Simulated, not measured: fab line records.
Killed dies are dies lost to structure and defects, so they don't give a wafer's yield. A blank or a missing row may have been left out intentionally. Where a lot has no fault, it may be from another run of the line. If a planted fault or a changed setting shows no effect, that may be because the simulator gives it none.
Struck lot and sound lot, side by side / flow n5 finfet / 36 out of 1938 route steps
Sound: these wafers, L602.2, L602.4, L602.5. Struck: wafer L598.3. (L598.2, L598.5 of the same lot were not struck and are left out.) The cause comes at the end.
Order at every step that has rows: each side's tool, ch and its chambers, its first start. Under that, the readings that differ: sound wafers / struck wafers / difference of the means / sigmas: that difference in standard deviations of wafers without a fault.
alike: readings with means less than 2 such deviations apart, plus words and numbers identical on both sides. not compared: withheld readings, readings lacking a value on some wafer, bounds such as >300 that could conceal the same value, and numbers that have no deviation in the record and whose values overlap.
The two part at a step that has a row with sigmas, a row that says differs or no value, or rows on one side only. Non-overlapping numbers with no deviation appear without sigmas and do not part them. Lack of a reading on every wafer of one side parts them only where that side has two or more wafers.

first, 9 steps without rows for these wafers: N5_BEOL_M4_ANNEAL_95 (time 240 s); N5_BEOL_M4_SPUTTER_96 (material Cu, target thk 4.5 nm, time 8.29 s); N5_BEOL_M4_ECD_50 (material Cu, target thk 300 nm); N5_BEOL_M4_ANNEAL_51 (time 90 s); N5_BEOL_M4_CMP_52 (polishes, stops on SiOC, t overpolish 6.8 s, target thk 40 nm); N5_BEOL_M4_PRE_CLEAN_60 (time 15 s); N5_BEOL_M4_CO_CAP_55 (material Co, precursor CCTBA/H2, target thk 2 nm, time 102.1 s); N5_BEOL_M4_PRE_CLEAN_56 (time 15 s); N5_BEOL_M4_DEP_57 (deposits SiCN from 3MS/NH3, target thk 8 nm, time 14 s).
N5_BEOL_M4_RC_MEAS_101:
  sound on prober-02 ch 0, day 13 16:17; struck on prober-02 ch 0, day 13 01:07
  alike: DIBL_N, DIBL_P, IOFF_N, IOFF_P, ION_N, ION_P, SS_N, SS_P, VT_N, VT_P
then, 24 steps without rows for these wafers: N5_BEOL_M5_ILD_DEP_00 (deposits SiCOH lowk from DEMS/porogen, target thk 140.64 nm, time 25.9 s); N5_BEOL_M5_CURE_79 (cures SiCOH lowk, time 240 s); N5_BEOL_M5_PECVD_70 (deposits SiO2 from TEOS/O2, target thk 16 nm, time 18 s); N5_BEOL_M5_HM_DEP_02 (deposits TiN, target thk 20 nm); N5_BEOL_M5_COAT_59 (time 60 s, resist thk 60 nm); N5_BEOL_M5_COAT_60 (time 60 s, resist thk 12 nm); N5_BEOL_M5_COAT_71 (time 60 s, resist thk 5 nm); N5_BEOL_M5_COAT_05 (resist thk 30 nm); N5_BEOL_M5_EBR_07; N5_BEOL_M5_SOFTBAKE_06 (time 60 s); N5_BEOL_M5_EXPOSE_08 (exposes mask M5, target cd 28 nm); N5_BEOL_M5_PEB_09 (peb time 60 s); N5_BEOL_M5_DEVELOP_10 (develop time 30 s); N5_BEOL_M5_DESCUM_16 (chemistry O2, time 7 s); N5_BEOL_M5_ETCH_72 (etches underlayer in N2/H2, target depth 6.5 nm, time 5.2 s); N5_BEOL_M5_ETCH_61 (etches SiARC in CF4, target depth 15.6 nm, time 26 s); N5_BEOL_M5_ETCH_62 (etches SOC in N2/H2, target depth 75 nm, overetch 15 nm, time 112.5 s); N5_BEOL_M5_STRIP_63 (strips in N2/H2); N5_BEOL_M5_STRIP_73 (strips in N2/H2); N5_BEOL_M5_STRIP_64 (strips in CF4); N5_BEOL_M5_HM_OPEN_17 (chemistry Cl2/BCl3, target TiN, target depth 20 nm, overetch 6 nm); N5_BEOL_M5_STRIP_19 (strips in O2); N5_BEOL_M5_COAT_65 (time 60 s, resist thk 60 nm); N5_BEOL_M5_COAT_66 (time 60 s, resist thk 12 nm).
-- the record jumps here: 4 days lie between the struck wafers' starts before and after (it left off in module BEOL_M5 and takes up again in module PASSIVATION, whose first step shown is number 1910 of the route) --
N5_PASSIVATION_ETCH_59: etches TaN in Cl2/BCl3, target depth 65 nm, time 34.9 s.
  sound on rie metal-01 ch 0,1, day 17 23:21; struck on rie metal-03 ch 0, day 16 18:38
reading=drypump motor current A (A); sound=6.0 6.6 6.5; struck=5.4; difference=-1.0; sigmas=-2
reading=oes product au (a.u.); sound=0.95 0.72 0.71; struck=0.50; difference=-0.29; sigmas=-4
reading=throttle valve pct (%); sound=20.67 20.75 20.75; struck=21.67; difference=+0.95; sigmas=+6
reading=model.etch.depth nm (nm); sound=65.86 63.93 63.77; struck=41.03; difference=-23.49; sigmas=
  not compared: rf hours counter h
N5_PASSIVATION_PROBE_49:
  the record has rows for the struck wafers here (prober-02, day 17 00:08) and none for the sound ones

== WHERE THEY PART ==
First at N5_PASSIVATION_ETCH_59; last, within this record, at N5_PASSIVATION_PROBE_49.

WHY: the cause the simulator had injected
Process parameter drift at N5_PASSIVATION_ETCH_59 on rie metal-03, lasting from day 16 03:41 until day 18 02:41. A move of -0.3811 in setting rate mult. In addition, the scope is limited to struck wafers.
